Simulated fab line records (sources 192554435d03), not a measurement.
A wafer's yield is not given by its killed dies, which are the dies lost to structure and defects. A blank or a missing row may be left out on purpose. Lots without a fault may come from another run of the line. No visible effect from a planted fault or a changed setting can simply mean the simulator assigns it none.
Split-lot study ; flow n5Finfet ; 21 wafers read across 7 lots, on a route 1938 steps long

== ON THE SPLIT ==
At N5_BEOL_M8_VIA_ETCH_34 (etches SiCOH lowk in C4F6/O2, target depth 125.5 nm, time 50.5 s), the setting biasW was moved away from the recipe's 185 W on 7 of the 21 wafers read, by -15.6% to +16.2%. The other wafers ran this setting at the recipe's value.

The reading is taken at the split's own step.

== THE READING ==
rfVppV, in V, at N5_BEOL_M8_VIA_ETCH_34 (etches SiCOH lowk in C4F6/O2, target depth 125.5 nm, time 50.5 s). Fault-free wafers of this fab line usually give 664 V, standard deviation 12 V.

wafer;tool, chamber at the split;biasW as run, W;against the recipe;rfVppV, V;against lot-mates on the recipe
L075.1;rieDiel-05, 2;185;recipe;664;-
L075.3;rieDiel-05, 0;203.8;+10.2%;714;+50
L075.6;rieDiel-05, 2;203.8;+10.2%;718;+54
L076.4;rieDiel-03, 0;185;recipe;681;-
L076.5;rieDiel-03, 0;167.9;-9.2%;630;-37
L076.6;rieDiel-03, 3;185;recipe;653;-
L078.2;rieDiel-05, 1;185;recipe;660;-
L078.3;rieDiel-05, 2;156.2;-15.6%;581;-79
L078.5;rieDiel-05, 3;156.2;-15.6%;579;-81
L082.1;rieDiel-01, 3;185;recipe;654;-
L082.3;rieDiel-01, 1;185;recipe;678;-
L082.4;rieDiel-01, 2;185;recipe;676;-
L083.2;rieDiel-01, 1;215;+16.2%;765;+105
L083.4;rieDiel-01, 2;215;+16.2%;760;+100
L083.6;rieDiel-01, 0;185;recipe;660;-
L087.3;rieDiel-03, 2;185;recipe;644;-
L087.5;rieDiel-03, 3;185;recipe;652;-
L087.6;rieDiel-03, 2;185;recipe;645;-
L089.2;rieDiel-05, 2;185;recipe;665;-
L089.3;rieDiel-05, 1;185;recipe;661;-
L089.6;rieDiel-05, 1;185;recipe;660;-

FIT RESULTS
A straight line over all 21 wafers: rfVppV changes by +5.52 V for each +1% of biasW; r = +0.97; the points scatter about the line by 11 V.
The same after taking each lot's own level away (the mean of its wafers on the recipe; 21 wafers): +5.52 V for each +1%; r = +0.98; scatter 8.5 V.
Per that fit: largest biasW move, reading shift of 89 V.
The span of the lots' own levels, 647.0 to 669.3 V, comes to 1.9 times the standard deviation stated above.
The two slopes are in agreement: the lot-to-lot level therefore moves the slope only a little.
Check: for one of the wafers moved furthest among these (+16.2%), held out of the fit, the line's prediction against its lot-mates is +87.4 V. Against them it came out at +105 V.
Tool readings at the split's step, against how far the setting was moved: rfVppV r = +0.97.

== OTHER SPLITS APPLIED TO THESE WAFERS ==
Other splits were also applied to these wafers ahead of the reading. Each is held against what the fit with the lots' levels taken away leaves over:
other split on the same wafers;wafers away from the commonest value;r with rfVppV (lot level and that fit taken away)
N5_BEOL_M5_ILD_DEP_00 timeS;7;+0.07
N5_BEOL_M5_ETCH_41 sourceW;5;-0.04
N5_BEOL_M6_ETCH_66 sourceW;10;+0.05
N5_BEOL_M6_TRENCH_ETCH_37 sourceW;4;-0.44
N5_BEOL_M7_DESCUM_33 timeS;7;+0.09

== THE FILE'S OWN FIT ==
rfVppV changes by +5.45 V for each +1% of biasW, r = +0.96.
